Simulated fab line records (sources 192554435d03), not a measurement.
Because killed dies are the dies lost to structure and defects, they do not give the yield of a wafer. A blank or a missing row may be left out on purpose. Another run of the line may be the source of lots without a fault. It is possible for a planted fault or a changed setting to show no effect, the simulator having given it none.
Split-lot experiment -- flow n5-finfet -- 21 wafers read across 7 lots, on a route 1938 steps long

THE SPLIT ITSELF
At N5_BEOL_M9_EXPOSE_08 (exposes mask M9), the setting dose-mj was moved away from the recipe's 53.75 on 7 of the 21 wafers read, by -6.1% to +7.3%. All remaining wafers had this setting at the recipe value.

FROM THE SPLIT TO THE READING: what the file shows between them, 10 steps
- N5_BEOL_M9_PEB_09: peb time 60 s
- N5_BEOL_M9_DEVELOP_10: develop time 30 s
- N5_BEOL_M9_CD_MEAS_11: target cd 64.1 nm
- N5_BEOL_M9_DESCUM_16: chemistry O2, time 7.9 s
- N5_BEOL_M9_ETCH_61: etches SiARC in CF4, target depth 39 nm, time 65 s
- N5_BEOL_M9_ETCH_62: etches SOC in N2/H2, target depth 110 nm, overetch 22 nm, time 165 s
- N5_BEOL_M9_STRIP_68: strips in N2/H2
- N5_BEOL_M9_STRIP_67: strips in CF4
- N5_BEOL_M9_HM_OPEN_17: chemistry Cl2/BCl3, target TiN, target depth 20 nm, overetch 6 nm
- N5_BEOL_M9_STRIP_19: strips in O2

THE READING
cd-nm, in nm, at N5_BEOL_M9_CD_MEAS_18 (pitch 140 nm, target cd 70 nm). Fault-free wafers of this fab line usually give 70.1 nm, standard deviation 0.56 nm.

wafer,"tool, chamber at the split",dose-mj as run,against the recipe,"cd-nm, nm",against lot-mates on the recipe
L076.2,"arfi-scanner-01, 0",53.75,recipe,69.9,-
L076.4,"arfi-scanner-01, 0",56.48,+5.1%,72.6,+2.7
L076.6,"arfi-scanner-01, 0",56.48,+5.1%,72.2,+2.3
L078.1,"arfi-scanner-03, 0",53.75,recipe,69.3,-
L078.3,"arfi-scanner-03, 0",57.68,+7.3%,73.7,+4.4
L078.5,"arfi-scanner-03, 0",53.75,recipe,69.3,-
L077.2,"arfi-scanner-02, 0",53.75,recipe,69.2,-
L077.3,"arfi-scanner-02, 0",53.75,recipe,70.5,-
L077.5,"arfi-scanner-02, 0",53.75,recipe,69.9,-
L079.3,"arfi-scanner-02, 0",53.75,recipe,70.1,-
L079.4,"arfi-scanner-02, 0",53.75,recipe,70.0,-
L079.6,"arfi-scanner-02, 0",53.75,recipe,69.7,-
L083.2,"arfi-scanner-02, 0",53.75,recipe,69.9,-
L083.3,"arfi-scanner-02, 0",53.75,recipe,69.8,-
L083.6,"arfi-scanner-02, 0",54.82,+2.0%,71.4,+1.6
L093.2,"arfi-scanner-02, 0",53.75,recipe,69.6,-
L093.4,"arfi-scanner-02, 0",53.75,recipe,69.9,-
L093.6,"arfi-scanner-02, 0",50.45,-6.1%,67.0,-2.8
L096.2,"arfi-scanner-01, 0",57.4,+6.8%,74.0,+3.8
L096.3,"arfi-scanner-01, 0",53.75,recipe,70.2,-
L096.6,"arfi-scanner-01, 0",57.4,+6.8%,73.6,+3.4

THE FIT
A straight line over all 21 wafers: cd-nm changes by +0.534 nm for each +1% of dose-mj; r = +0.98; the points scatter about the line by 0.37 nm.
The same after taking each lot's own level away (the mean of its wafers on the recipe; 21 wafers): +0.522 nm for each +1%; r = +0.98; scatter 0.32 nm.
According to that fit, moving dose-mj by its largest amount changes the reading by 3.8 nm.
Measured against the standard deviation above, the lots' own levels, which go from 69.30 to 70.20 nm, span 1.6 times it.
The two slopes agree, so the slope changes little with the lot-to-lot level.
Check: with one of the wafers moved furthest among these (+7.3%) left out of the fit, the line predicts +3.73 nm for it against its lot-mates. Against them it came out at +4.4 nm.

THE OTHER SPLITS THESE WAFERS WENT THROUGH
These wafers also went through other splits before the reading. Each is held against what the fit with the lots' levels taken away leaves over:
other split on the same wafers,wafers away from the commonest value,r with cd-nm (lot level and that fit taken away)
N5_BEOL_M8_PEB_09 peb-time-s,8,-0.25
N5_BEOL_M8_STRIP_19 pressure-mtorr,12,-0.14
N5_BEOL_M9_COAT_05 spin-rpm,11,-0.09

THE WHOLE CHAIN: every reading that the file lists as answering this split, in the file's order
step,what it does,reading,change (the file's fit),r (the file's)
N5_BEOL_M9_CD_MEAS_11,target cd 64.1 nm,cd-nm,+0.541 nm for each +1% of the setting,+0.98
N5_BEOL_M9_ETCH_61,"etches SiARC in CF4, target depth 39 nm, time 65 s","BEOL_M9.cd-offset-nm (the simulator's own value, which no gauge read)",+0.548 nm for each +1% of the setting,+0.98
N5_BEOL_M9_HM_OPEN_17,"chemistry Cl2/BCl3, target TiN, target depth 20 nm, overetch 6 nm","BEOL_M9.cd-offset-nm (the simulator's own value, which no gauge read)",+0.555 nm for each +1% of the setting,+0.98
N5_BEOL_M9_CD_MEAS_18,"pitch 140 nm, target cd 70 nm",cd-nm,+0.53 nm for each +1% of the setting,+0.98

FILE'S OWN FIT
cd-nm changes by +0.53 nm for each +1% of dose-mj, r = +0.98.
